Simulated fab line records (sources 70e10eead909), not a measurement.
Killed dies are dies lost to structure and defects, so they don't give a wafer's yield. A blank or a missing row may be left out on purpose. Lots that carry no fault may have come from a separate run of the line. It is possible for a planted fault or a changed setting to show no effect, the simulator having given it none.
fab line records    flow nand_harc    part 1 of 2: steps 1 to 29 of 40
record: lots: 5  wafers: 15  last_day: 33
route steps=1302 shown A_CHANNEL_FILL_D1@506 A_DECK1_JOINT@518 A_ONON_D2@545
lots with no fault: from the same line, run without faults
start_h: the number of hours between the record's first day and the start of the first shown wafer of the lot    wait_h: how many hours have passed since the lot's step before this one    " the same as in the row above    L1.1+2: several wafers, shown together as one row    - no value, or no start given    * or withheld: withheld    < > ~ a bound
route shown NAME@n: NAME is a module with steps in the file, n the number in the route of the first one    usual: average and standard deviation across the fault-free wafers    same: alike in all rows    chamber/n: place in a boat    sites: per-site readings    _std_site: the values' standard deviation    _edge_site: outer sites' mean less inner sites'    radius_mm: how far each site lies from the wafer's centre    mask NAME#n: copy n    behind: the most recent tool/chamber to have shaped the wafer    hold: what put the lot on hold/how long, in hours/how the hold closed    device: names the non-switching transistor (n, p or np)    end of line: tests of these same wafers at the route's end    a step given without rows: its recipe and nothing more    killed: dies that structure and defects cost at the first sort, which is not the same as the wafer's yield    map: the dies of a wafer, with x for killed, . for not killed, _ for no die there
set.NAME: the setting the step ran with; set.NAME@STEP: the setting that earlier step ran with    model.NAME: the simulator's own value behind a step, which no gauge read
certain route steps with their lots: each step a table, each wafer a row
services: from which hour (start_h, from the record's first day; less than 0 if before it) a tool's chamber was out of use, for how many hours, and why
== steps ==
step: NHARC_A_CHANNEL_FILL_D1_THK_MEAS_06
recipe: thk_meas_gauge: ellipsometry
usual: thk_nm: 5.1/0.92
lot.wafer  tool           chamber  start_h  wait_h  thk_nm
L078.1     film_metro-01  -        256.64   0.4     5.0
L078.3     "              -        "        "       4.4
L078.6     "              -        "        "       6.0
L077.2     film_metro-02  -        256.64   0.4     6.5
L077.3     "              -        "        "       5.6
L077.4     "              -        "        "       4.5
L087.2     film_metro-01  -        365.74   0.4     4.6
L087.5     "              -        "        "       4.3
L087.6     "              -        "        "       3.0
L093.2     film_metro-02  -        408.80   0.4     5.4
L093.3     "              -        "        "       3.5
L093.6     "              -        "        "       5.7
L097.1     film_metro-01  -        456.45   0.4     6.0
L097.4     "              -        "        "       5.2
L097.5     "              -        "        "       5.2
step: NHARC_A_CHANNEL_FILL_D1_ALD_25
recipe: target_thk_a: 600  pulse_time_s: 10  ald_cycles: 600  temp_c: 300  material: SiOx
usual: heater_power_w: 451/39  precursor_pulse_height_rel: 1.001/0.02
lot.wafer  tool       chamber  start_h  wait_h  heater_power_w  precursor_pulse_height_rel
L077.3     ald_hk-02  1        256.69   0.0     490             1.029
L077.4     "          2        "        "       430             0.983
L077.2     "          3        "        "       524             0.996
L078.3     ald_hk-01  2        256.70   0.1     416             1.001
L078.1     "          3        "        "       441             1.013
L078.6     "          3        259.79   3.2     450             1.016
L087.2     ald_hk-03  0        367.66   1.9     464             1.018
L087.5     "          1        "        "       449             0.996
L087.6     "          2        "        "       451             1.015
L093.2     ald_hk-02  3        410.10   1.3     481             0.979
L093.3     "          0        "        "       517             1.031
L093.6     "          1        "        "       511             1.032
L097.4     ald_hk-03  3        456.51   0.0     399             0.992
L097.1     "          1        457.74   1.3     437             1.009
L097.5     "          0        459.59   3.1     472             1.004
step: NHARC_A_CHANNEL_FILL_D1_ETCHBACK_08
recipe: target_depth_a: 2200  time_s: 110  c4f8_flow_sccm: 20  ar_flow_sccm: withheld  rf_w: 600  bias_w: 300  chemistry: C4F8
usual: oes_product_au: 0.95/0.036  rf_vpp_V: 441.3/2.2
lot.wafer  tool         chamber  start_h  wait_h  oes_product_au  rf_hours_counter_h  rf_vpp_V
L077.2     rie_diel-07  3        -        -       0.93            7.6                 441.9
L077.4     "            1        "        "       0.93            7.9                 437.4
L077.3     "            2        "        "       0.95            7.0                 445.1
L078.3     rie_diel-06  0        -        -       0.91            5.1                 439.9
L078.1     "            1        "        "       0.90            7.3                 440.8
L078.6     "            2        "        "       0.92            -                   436.7
L087.2     rie_diel-07  3        -        -       0.99            3.8                 441.7
L087.5     "            3        "        "       0.98            -                   441.3
L087.6     "            0        "        "       0.99            -                   441.1
L093.2     rie_diel-06  2        -        -       0.93            5.2                 438.0
L093.3     "            3        "        "       0.92            5.4                 443.3
L093.6     "            1        "        "       0.94            -                   440.1
L097.1     rie_diel-06  0        -        -       0.92            6.7                 441.4
L097.4     "            2        "        "       0.93            8.2                 438.1
L097.5     "            0        "        "       0.91            -                   442.0
step: NHARC_A_CHANNEL_FILL_D1_STRIP_29
recipe: time_s: 20  o2_flow_sccm: 500  ar_flow_sccm: 0  bias_w: 0  chemistry: O2
usual: drypump_motor_current_A: 6.0/0.33  oes_product_au: 1.001/0.012  rf_vpp_V: 57.9/0.82  showerhead_plenum_p_Torr: 3.54/0.12  throttle_valve_pct: 17.038/0.0094
lot.wafer  tool         chamber  start_h  wait_h  drypump_motor_current_A  oes_product_au  rf_hours_counter_h  rf_vpp_V  showerhead_plenum_p_Torr  throttle_valve_pct
L077.3     rie_diel-07  0        -        -       5.9                      0.991           8.5                 58.3      3.54                      17.041
L077.4     "            1        "        "       6.2                      0.998           8.0                 57.3      3.35                      17.047
L077.2     "            2        "        "       6.5                      1.025           7.0                 59.6      3.70                      17.036
L078.1     rie_diel-06  2        -        -       6.3                      0.995           6.9                 58.5      3.34                      17.049
L078.3     "            3        "        "       6.3                      0.996           6.9                 57.2      3.63                      17.040
L078.6     "            0        "        "       6.0                      0.994           -                   57.5      3.57                      17.057
L087.2     rie_diel-07  2        -        -       6.5                      1.011           3.0                 57.6      3.70                      17.041
L087.5     "            3        "        "       5.4                      0.992           -                   56.6      3.55                      17.048
L087.6     "            0        "        "       5.9                      1.010           -                   58.5      3.53                      17.042
L093.2     rie_diel-06  2        -        -       6.3                      1.003           5.3                 56.9      3.34                      17.034
L093.3     "            1        "        "       6.2                      0.999           4.5                 56.7      3.49                      17.039
L093.6     "            2        "        "       6.3                      1.001           -                   56.7      3.34                      17.016
L097.1     rie_diel-06  0        -        -       6.0                      0.984           6.8                 56.9      3.57                      17.033
L097.4     "            2        "        "       6.3                      0.993           8.2                 58.8      3.34                      17.050
L097.5     "            3        "        "       6.2                      0.995           -                   57.3      3.62                      17.032
step: NHARC_A_CHANNEL_FILL_D1_PRECLEAN_30
recipe: time_s: 30  chemistry: dHF
lot.wafer   tool          chamber  start_h  wait_h
L077.3+4+2  wet_bench-02  0,1,3    262.48   -
L078.3+1+6  wet_bench-07  2,3,6    262.53   -
L087.6+2+5  wet_bench-02  7,0,2    371.62   -
L093.6+2+3  wet_bench-07  5,6,7    414.69   -
L097.5+4+1  wet_bench-07  4,5,6    462.31   -
step: NHARC_A_CHANNEL_FILL_D1_SRD_31
lot.wafer   tool          chamber  start_h  wait_h
L077.3+4+2  wet_bench-02  0,1,3    262.53   0.0
L078.3+1+6  wet_bench-07  2,3,6    262.55   0.0
L087.6+2+5  wet_bench-02  7,0,2    371.65   0.0
L093.6+2+3  wet_bench-07  5,6,7    414.70   0.0
L097.5+4+1  wet_bench-07  4,5,6    462.33   0.0
step: NHARC_A_CHANNEL_FILL_D1_CVD_09
recipe: target_thk_a: 1500  temp_c: 620  pressure_mtorr: 200  time_s: 3000  material: poly-Si
usual: zone_power_bottom_pct: 13.5/0.58
lot.wafer  tool           chamber  start_h  wait_h  zone_power_bottom_pct
L077.2     lpcvd_poly-02  0        264.80   2.3     12.9
L077.3     "              0        "        "       12.8
L077.4     "              0        "        "       12.9
L078.1     lpcvd_poly-02  0        264.80   2.3     12.7
L078.3     "              0        "        "       13.1
L078.6     "              0        "        "       12.9
L087.2     lpcvd_poly-01  0        373.97   2.3     14.0
L087.5     "              0        "        "       14.1
L087.6     "              0        "        "       14.2
L093.2     lpcvd_poly-02  0        416.97   2.3     12.7
L093.3     "              0        "        "       12.7
L093.6     "              0        "        "       13.0
L097.1     lpcvd_poly-04  0        464.78   2.4     13.8
L097.4     "              0        "        "       13.8
L097.5     "              0        "        "       13.8
step: NHARC_A_CHANNEL_FILL_D1_CMP_10
recipe: target_thk_nm: 150
usual: motor_current_A: 12.3/1.1  time_to_endpoint_s: 15/3.6
lot.wafer  tool    chamber  start_h  wait_h  motor_current_A  time_to_endpoint_s
L078.1     cmp-02  3        268.00   0.4     12.6             10
L078.3     "       0        "        "       10.9             15
L078.6     "       0        "        "       11.6             16
L077.3     cmp-03  3        268.00   0.4     10.4             17
L077.4     "       0        "        "       13.3             10
L077.2     "       1        "        "       13.6             16
L087.2     cmp-03  3        377.21   0.4     11.2             15
L087.6     "       2        "        "       11.1             14
L087.5     "       3        "        "       10.2             16
L093.2     cmp-01  0        420.11   0.4     13.1             14
L093.3     "       1        "        "       13.0             19
L093.6     "       3        "        "       12.4             16
L097.4     cmp-02  2        468.00   0.4     12.2             13
L097.1     "       3        "        "       12.0             11
L097.5     "       1        "        "       13.5             16
step: NHARC_A_CHANNEL_FILL_D1_SRD_12
lot.wafer   tool          chamber  start_h  wait_h
L077.4+2+3  wet_bench-07  0,4,5    268.30   0.0
L078.6+3+1  wet_bench-09  4,5,6    268.30   0.0
L087.6+5+2  wet_bench-02  3,6,7    377.49   0.0
L093.2+6+3  wet_bench-09  2,4,6    420.38   0.0
L097.1+4+5  wet_bench-02  7,0,1    468.27   0.0
step: NHARC_A_CHANNEL_FILL_D1_INSPECT_13
usual: raw_defect_count: 350/150
lot.wafer  tool               chamber  start_h  wait_h  raw_defect_count
L077.2     defect_inspect-02  -        268.41   0.0     467
L077.3     "                  -        "        "       326
L077.4     "                  -        "        "       341
L078.1     defect_inspect-01  -        268.42   0.0     452
L078.3     "                  -        "        "       451
L078.6     "                  -        "        "       455
L087.2     defect_inspect-02  -        377.60   0.0     173
L087.5     "                  -        "        "       239
L087.6     "                  -        "        "       242
L093.2     defect_inspect-01  -        420.50   0.0     274
L093.3     "                  -        "        "       663
L093.6     "                  -        "        "       427
L097.1     defect_inspect-02  -        468.39   0.0     537
L097.4     "                  -        "        "       515
L097.5     "                  -        "        "       470
step: NHARC_A_DECK1_JOINT_ETCHBACK_07
recipe: target_depth_a: 1050  time_s: 26.9  hbr_flow_sccm: 150  rf_w: 350  icp_w: 350  bias_w: 60  chemistry: HBr
usual: drypump_motor_current_A: 5.6/0.42  he_backside_leak_sccm: 2.78/0.26  oes_product_au: 1.000/0.011  throttle_valve_pct: 23.267/0.01
lot.wafer  tool       chamber  start_h  wait_h  drypump_motor_current_A  he_backside_leak_sccm  oes_product_au  rf_hours_counter_h  throttle_valve_pct
L077.2     rie_si-05  0        268.47   0.1     4.9                      2.91                   0.994           0.8                 23.256
L077.3     "          1        "        "       5.6                      2.84                   1.008           0.8                 23.276
L077.4     "          3        "        "       5.5                      3.06                   0.989           0.8                 23.272
L078.3     rie_si-02  0        268.49   0.1     6.0                      2.60                   1.018           1.0                 23.249
L078.1     "          1        "        "       5.4                      2.69                   0.991           1.0                 23.268
L078.6     "          3        "        "       5.9                      2.48                   1.004           -                   23.268
L087.2     rie_si-06  0        377.66   0.1     5.5                      2.80                   0.992           0.7                 23.285
L087.5     "          0        "        "       5.5                      2.87                   0.996           -                   23.267
L087.6     "          1        "        "       4.8                      2.88                   0.991           -                   23.270
L093.3     rie_si-06  1        420.57   0.1     4.8                      2.95                   0.992           1.0                 23.294
L093.2     "          3        "        "       6.0                      2.88                   1.003           1.1                 23.277
L093.6     "          0        "        "       5.5                      2.86                   0.985           -                   23.274
L097.1     rie_si-06  0        468.46   0.1     5.5                      2.78                   0.990           0.2                 23.283
L097.4     "          2        "        "       5.9                      2.23                   1.014           0.3                 23.268
L097.5     "          0        "        "       5.5                      2.88                   1.002           -                   23.265
step: NHARC_A_DECK1_JOINT_ETCH_25
recipe: target_depth_a: 5  chemistry: dHF  material: SiO2
lot.wafer   tool          chamber  start_h  wait_h
L077.4+3+2  wet_bench-06  7,0,2    268.62   0.1
L078.6+1+3  wet_bench-04  2,4,7    268.65   0.1
L087.5+2+6  wet_bench-05  4,5,0    377.81   0.1
L093.2+6+3  wet_bench-05  4,6,0    420.71   0.1
L097.1+4+5  wet_bench-04  7,0,3    468.60   0.1
step: NHARC_A_DECK1_JOINT_ETCH_19
recipe: temp_c: 25  target_depth_a: 30  chemistry: TMAH  material: poly-Si
lot.wafer   tool          chamber  start_h  wait_h
L077.4+3+2  wet_bench-06  7,0,2    268.66   0.0
L078.6+1+3  wet_bench-04  2,4,7    268.68   0.0
L087.5+2+6  wet_bench-05  4,5,0    377.84   0.0
L093.2+6+3  wet_bench-05  4,6,0    420.74   0.0
L097.1+4+5  wet_bench-04  7,0,3    468.63   0.0
step: NHARC_A_DECK1_JOINT_ETCH_18
recipe: target_depth_a: 30  chemistry: dHF  material: SiO2
lot.wafer   tool          chamber  start_h  wait_h
L077.4+3+2  wet_bench-06  7,0,2    -        -
L078.6+1+3  wet_bench-04  2,4,7    -        -
L087.5+2+6  wet_bench-05  4,5,0    -        -
L093.2+6+3  wet_bench-05  4,6,0    -        -
L097.1+4+5  wet_bench-04  7,0,3    -        -
step: NHARC_A_DECK1_JOINT_WET_08
recipe: temp_c: 160  time_s: 86  chemistry: H3PO4
lot.wafer   tool          chamber  start_h  wait_h
L077.2+3+4  wet_h3po4-01  0        270.46   -
L078.1+3+6  wet_h3po4-01  0        270.46   -
L087.2+5+6  wet_h3po4-02  1        379.64   -
L093.2+3+6  wet_h3po4-01  0        422.54   -
L097.1+4+5  wet_h3po4-01  1        470.43   -
step: NHARC_A_DECK1_JOINT_ETCH_09
recipe: target_depth_a: 50  chemistry: dHF  material: SiO2
lot.wafer   tool          chamber  start_h  wait_h
L077.2+3+4  wet_bench-05  6,0,1    271.01   0.0
L078.1+3+6  wet_bench-06  4,5,7    271.02   0.0
L087.6+5+2  wet_bench-06  2,3,5    380.20   0.0
L093.2+6+3  wet_bench-05  2,5,7    423.09   0.0
L097.1+4+5  wet_bench-05  5,7,1    470.98   0.0
step: NHARC_A_DECK1_JOINT_WET_10
recipe: temp_c: 160  time_s: 86  chemistry: H3PO4
lot.wafer   tool          chamber  start_h  wait_h
L077.2+3+4  wet_h3po4-01  0        272.69   1.7
L078.1+3+6  wet_h3po4-01  0        272.69   1.7
L087.2+5+6  wet_h3po4-02  1        381.88   1.7
L093.2+3+6  wet_h3po4-01  1        429.47   6.4
L097.1+4+5  wet_h3po4-01  0        472.67   1.7
step: NHARC_A_DECK1_JOINT_ETCH_11
recipe: target_depth_a: 350  chemistry: dHF  material: SiO2
lot.wafer   tool          chamber  start_h  wait_h
L077.4+3+2  wet_bench-05  7,3,4    273.25   0.0
L078.3+6+1  wet_bench-04  3,4,6    273.25   0.0
L087.2+5+6  wet_bench-05  7,3,4    382.43   0.0
L093.2+3+6  wet_bench-05  1,3,4    430.05   0.1
L097.4+5+1  wet_bench-05  2,5,6    473.25   0.0
step: NHARC_A_DECK1_JOINT_CVD_12
recipe: target_thk_a: 900  temp_c: 620  pressure_mtorr: 200  time_s: 1800  material: poly-Si
usual: zone_power_bottom_pct: 13.0/0.83
lot.wafer  tool           chamber  start_h  wait_h  zone_power_bottom_pct
L077.2     lpcvd_poly-02  0        275.74   2.4     13.0
L077.3     "              0        "        "       13.1
L077.4     "              0        "        "       12.9
L078.1     lpcvd_poly-02  0        275.74   2.4     12.6
L078.3     "              0        "        "       12.8
L078.6     "              0        "        "       13.1
L087.2     lpcvd_poly-04  0        385.10   2.7     14.0
L087.5     "              0        "        "       13.7
L087.6     "              0        "        "       14.0
L093.2     lpcvd_poly-04  0        432.70   2.6     13.7
L093.3     "              0        "        "       13.9
L093.6     "              0        "        "       13.9
L097.1     lpcvd_poly-03  0        475.89   2.5     11.8
L097.4     "              0        "        "       11.9
L097.5     "              0        "        "       11.9
step: NHARC_A_DECK1_JOINT_CMP_13
recipe: target_thk_nm: 51.023
usual: motor_current_A: 12.0/0.95  time_to_endpoint_s: 9/3.2
lot.wafer  tool    chamber  start_h  wait_h  motor_current_A  time_to_endpoint_s
L078.1     cmp-02  2        278.57   0.4     11.8             12
L078.3     "       0        "        "       11.1             9
L078.6     "       3        "        "       12.1             5
L077.2     cmp-03  1        278.57   0.4     13.4             13
L077.3     "       2        "        "       10.9             14
L077.4     "       0        "        "       13.7             9
L087.2     cmp-02  3        387.99   0.4     13.0             3
L087.6     "       2        "        "       12.1             8
L087.5     "       3        "        "       12.8             3
L093.2     cmp-04  1        435.53   0.4     11.6             13
L093.3     "       3        "        "       12.8             11
L093.6     "       2        "        "       11.2             13
L097.4     cmp-02  0        478.71   0.4     11.6             9
L097.1     "       3        "        "       12.8             4
L097.5     "       0        "        "       12.0             8
step: NHARC_A_DECK1_JOINT_THK_MEAS_14
recipe: thk_meas_gauge: ellipsometry
usual: thk_nm: 50.8/1.7
lot.wafer  tool           chamber  start_h  wait_h  thk_nm
L078.1     film_metro-02  -        278.82   0.2     51.8
L078.3     "              -        "        "       50.7
L078.6     "              -        "        "       51.2
L077.2     film_metro-01  -        278.83   0.2     49.9
L077.3     "              -        "        "       50.4
L077.4     "              -        "        "       48.5
L087.2     film_metro-02  -        388.22   0.2     48.1
L087.5     "              -        "        "       49.5
L087.6     "              -        "        "       50.4
L093.2     film_metro-02  -        435.79   0.2     53.6
L093.3     "              -        "        "       53.0
L093.6     "              -        "        "       51.3
L097.1     film_metro-01  -        478.96   0.2     47.8
L097.4     "              -        "        "       50.2
L097.5     "              -        "        "       48.3
step: NHARC_A_DECK1_JOINT_SRD_04
lot.wafer   tool          chamber  start_h  wait_h
L077.2+4+3  wet_bench-04  1,2,3    278.87   0.0
L078.6+3+1  wet_bench-05  7,0,3    278.87   0.0
L087.6+2+5  wet_bench-05  5,6,7    388.26   0.0
L093.3+6+2  wet_bench-04  7,0,2    435.84   0.0
L097.5+1+4  wet_bench-04  5,6,1    479.00   0.0
step: NHARC_A_DECK1_JOINT_ETCHBACK_00
recipe: target_depth_a: 300  time_s: 17.4  hbr_flow_sccm: 150  rf_w: 350  icp_w: 350  bias_w: 60  chemistry: HBr
usual: drypump_motor_current_A: 5.6/0.42  he_backside_leak_sccm: 2.8/0.36  oes_product_au: 1.003/0.014  throttle_valve_pct: 23.267/0.0092
lot.wafer  tool       chamber  start_h  wait_h  drypump_motor_current_A  he_backside_leak_sccm  oes_product_au  rf_hours_counter_h  throttle_valve_pct
L077.4     rie_si-05  3        278.95   0.1     5.5                      3.1                    1.011           0.8                 23.264
L077.2     "          0        "        "       4.8                      3.0                    1.004           0.9                 23.264
L077.3     "          1        "        "       5.6                      2.9                    1.013           0.9                 23.273
L078.3     rie_si-06  3        278.96   0.1     6.0                      2.8                    0.985           0.1                 23.254
L078.1     "          0        "        "       5.5                      2.8                    0.983           0.1                 23.281
L078.6     "          3        "        "       6.0                      2.8                    0.992           -                   23.263
L087.2     rie_si-06  2        388.37   0.1     5.9                      2.3                    0.995           0.9                 23.269
L087.5     "          0        "        "       5.5                      2.8                    0.996           -                   23.278
L087.6     "          1        "        "       4.8                      2.8                    0.996           -                   23.262
L093.2     rie_si-05  0        435.94   0.1     4.9                      3.0                    0.984           0.9                 23.266
L093.3     "          1        "        "       5.6                      3.1                    0.999           0.8                 23.267
L093.6     "          2        "        "       5.7                      2.7                    0.999           -                   23.260
L097.1     rie_si-06  1        479.10   0.1     4.8                      2.9                    1.017           0.2                 23.281
L097.4     "          3        "        "       6.0                      2.8                    1.001           0.3                 23.274
L097.5     "          0        "        "       5.5                      3.0                    0.997           -                   23.265
step: NHARC_A_DECK1_JOINT_PRECLEAN_30
recipe: time_s: *  temp_c: 50  bath_age_min: 0  chemistry: SC1
usual: diw_flow_mL_min: 1415/4.6
lot.wafer  tool          chamber  start_h  wait_h  diw_flow_mL_min
L077.3     wet_bench-04  7        279.10   0.1     1413
L077.2     "             0        "        "       1412
L077.4     "             3        "        "       1410
L078.3     wet_bench-05  3        279.10   0.1     1408
L078.6     "             5        "        "       1424
L078.1     "             6        "        "       1415
L087.5     wet_bench-05  2        388.50   0.1     1418
L087.2     "             5        "        "       1413
L087.6     "             6        "        "       1417
L093.3     wet_bench-05  6        436.06   0.1     1420
L093.6     "             0        "        "       1418
L093.2     "             1        "        "       1416
L097.4     wet_bench-06  5        479.23   0.1     1414
L097.5     "             6        "        "       1413
L097.1     "             0        "        "       1417
step: NHARC_A_DECK1_JOINT_SRD_31
lot.wafer   tool          chamber  start_h  wait_h
L078.3+6+1  wet_bench-05  3,5,6    -        -
L077.3+2+4  wet_bench-04  7,0,3    -        -
L087.5+2+6  wet_bench-05  2,5,6    -        -
L093.3+6+2  wet_bench-05  6,0,1    -        -
L097.4+5+1  wet_bench-06  5,6,0    -        -
step: NHARC_A_DECK1_JOINT_CVD_34
recipe: target_thk_a: 200  temp_c: 700  pressure_mtorr: 300  material: SiNx
usual: zone_power_bottom_pct: 16.9/1.5
lot.wafer  tool      chamber  start_h  wait_h  zone_power_bottom_pct
L077.2     lpcvd-02  1        282.34   -       18.9
L077.3     "         1        "        "       18.4
L077.4     "         1        "        "       18.7
L078.1     lpcvd-02  1        282.34   -       19.1
L078.3     "         1        "        "       18.7
L078.6     "         1        "        "       18.9
L087.2     lpcvd-01  1        393.11   -       15.0
L087.5     "         1        "        "       15.0
L087.6     "         1        "        "       14.9
L093.2     lpcvd-02  0        439.31   -       18.4
L093.3     "         0        "        "       17.9
L093.6     "         0        "        "       18.0
L097.1     lpcvd-01  0        482.48   -       16.8
L097.4     "         0        "        "       16.8
L097.5     "         0        "        "       16.7
step: NHARC_A_DECK1_JOINT_DEP_06
recipe: target_thk_a: 800  temp_c: 65  material: SiOx
lot.wafer   tool     chamber  start_h  wait_h
L078.1+3+6  fcvd-02  1,0,0    285.54   0.4
L077.2+3+4  fcvd-01  1,0,1    285.55   0.4
L087.2+5+6  fcvd-01  1,1,0    396.32   0.4
L093.2+3+6  fcvd-01  1,0,0    442.56   0.4
L097.1+4+5  fcvd-01  1,0,0    487.15   0.4
step: NHARC_A_DECK1_JOINT_CURE_26
recipe: temp_c: 150  time_s: 32  pressure_atm: 0.395
lot.wafer   tool     chamber  start_h  wait_h
L078.1+3+6  fcvd-02  1,0,0    285.71   0.1
L077.2+3+4  fcvd-01  1,0,1    285.71   0.1
L087.2+5+6  fcvd-01  1,1,0    396.49   0.1
L093.2+3+6  fcvd-01  1,0,0    442.72   0.1
L097.1+4+5  fcvd-01  1,0,0    487.31   0.1
step: NHARC_A_DECK1_JOINT_ANNEAL_27
recipe: temp_c: 400  time_s: 3600  idle_temp_c: 300  ramp_up_c_per_min: 10  densification_p_h2o_torr: 640
usual: zone_power_bottom_pct: 6.32/0.27
lot.wafer  tool        chamber  start_h  wait_h  zone_power_bottom_pct
L077.2     furnace-06  0        291.17   5.4     6.71
L077.3     "           0        "        "       6.61
L077.4     "           0        "        "       6.59
L078.1     furnace-06  0        291.17   5.4     6.64
L078.3     "           0        "        "       6.56
L078.6     "           0        "        "       6.45
L087.2     furnace-05  0        403.62   7.1     5.92
L087.5     "           0        "        "       5.88
L087.6     "           0        "        "       5.85
L093.2     furnace-05  0        447.24   4.5     5.85
L093.3     "           0        "        "       5.90
L093.6     "           0        "        "       5.90
L097.1     furnace-06  0        492.65   5.3     6.67
L097.4     "           0        "        "       6.56
L097.5     "           0        "        "       6.55
